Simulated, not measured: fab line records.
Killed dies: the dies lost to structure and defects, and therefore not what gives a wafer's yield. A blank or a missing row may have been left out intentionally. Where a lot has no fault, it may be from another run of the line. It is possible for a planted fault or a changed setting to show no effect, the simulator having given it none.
Chamber matching    flow n5_finfet    N5_BEOL_M7_ILD_DEP_00 on pecvd-04: 3 sister chambers
The step deposits SiCOH lowk from DEMS/porogen, target thk 179.75 nm, time 33.4 s. 14 wafers are shown with their chamber, then 7 later ones without.

EACH WAFER AND ITS CHAMBER
wafer   chamber  heater_power_w (W)  throttle_valve_pct (%)  showerhead_vpp_V (V)
L075.2  0        398                 13.9                    1231
L075.5  0        423                 14.0                    1267
L075.6  1        266                 14.5                    1311
L076.3  2        306                 15.3                    1317
L076.4  2        323                 15.2                    1313
L076.6  0        433                 13.7                    1234
L079.1  1        245                 14.4                    1334
L079.3  2        299                 14.8                    1273
L079.5  0        477                 13.9                    1262
L083.1  0        483                 13.6                    1255
L083.3  1        221                 14.5                    1324
L083.4  0        401                 13.6                    1243
L084.1  1        280                 14.8                    1322
L084.2  2        306                 15.1                    1297

SIGNATURES, as means of the wafers listed above
reading             chamber 0  chamber 1  chamber 2  scatter within a chamber
heater_power_w      435.83     253.00     308.50     28.7
throttle_valve_pct  13.783     14.550     15.100     0.185
showerhead_vpp_V    1248.67    1322.75    1300.00    15.3
Rule: distance of a wafer from a chamber = root of the sum over the readings of ((wafer's reading minus chamber's mean) / reading's scatter) squared. If the next closest chamber is less than 2 further off than the closest, the wafer can't be placed; otherwise it belongs to the closest. How the scatter is found: for the shown wafers, subtract from each reading the mean of its chamber, square and add these, divide the total by (wafers less chambers), then take the root.

WAFERS MISSING THEIR CHAMBER
wafer   heater_power_w (W)  throttle_valve_pct (%)  showerhead_vpp_V (V)
L084.4  440                 13.8                    1230
L088.4  477                 13.8                    1254
L088.5  316                 15.3                    1282
L088.6  231                 14.6                    1311
L093.2  253                 14.1                    1291
L093.3  422                 13.9                    1248
L093.6  257                 14.2                    1308

WHICH CHAMBER EACH WENT THROUGH
wafer   from the rows above  in truth
L084.4  0                    0
L088.4  0                    0
L088.5  2                    2
L088.6  1                    1
L093.2  1                    1
L093.3  0                    0
L093.6  1                    1
7 of 7 placed correctly. Can't be placed from these rows: 0. Placed wrongly: 0.
